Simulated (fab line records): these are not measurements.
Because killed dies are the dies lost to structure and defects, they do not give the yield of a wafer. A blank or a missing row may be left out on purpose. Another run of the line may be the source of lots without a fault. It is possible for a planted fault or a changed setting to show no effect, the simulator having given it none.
Which tool was responsible? / flow nand_harc / 12 lots, 36 wafers sampled, at 1 step of a route of 1302

WHAT EACH GAUGE READ, for each wafer
NHARC_A_CONTACT_INSPECT_44.
lot=L075; measured=day 22 03:23; on=defect_inspect-02; raw_defect_count=92 100 89
lot=L077; measured=day 22 15:02; on=defect_inspect-01; raw_defect_count=77 81 65
lot=L076; measured=day 22 23:00; on=defect_inspect-01; raw_defect_count=52 50 51
lot=L081; measured=day 24 09:35; on=defect_inspect-02; raw_defect_count=143 113 110
lot=L085; measured=day 25 23:58; on=defect_inspect-02; raw_defect_count=21 16 14
lot=L086; measured=day 26 05:38; on=defect_inspect-01; raw_defect_count=133 145 131
lot=L087; measured=day 27 02:25; on=defect_inspect-01; raw_defect_count=102 87 90
lot=L088; measured=day 27 12:07; on=defect_inspect-02; raw_defect_count=91 90 94
lot=L091; measured=day 28 18:44; on=defect_inspect-01; raw_defect_count=88 90 93
lot=L093; measured=day 29 09:52; on=defect_inspect-02; raw_defect_count=65 68 59
lot=L095; measured=day 30 00:53; on=defect_inspect-02; raw_defect_count=83 75 69
lot=L097; measured=day 31 10:44; on=defect_inspect-02; raw_defect_count=102 109 82

WHAT TOOL EACH LOT RAN ON (gives the tool, then ch and the chambers of the sampled wafers, and finally the start)
The record shows no process step preceding these readings.

THE ANSWER, worked out from the rows above alone
Rule: the usual values come from the lots themselves. Put in order of their means at a reading, lots are off if they are a third of the lots or fewer, leave a main group of 4 or more, and stand apart from it by a gap of 3 or more times the standard deviation of the main group's means; of several such gaps the widest counts. A main group is skipped when, at the precision printed for the reading in the tables above, its means are all equal. Also off: a lot with no number at a reading for which 4 or more lots have one. All remaining lots with rows at the step are treated as sound.
No lot is off on any of the readings shown, so nothing can be concluded from this.

WHAT THE SIMULATOR HAD INSERTED
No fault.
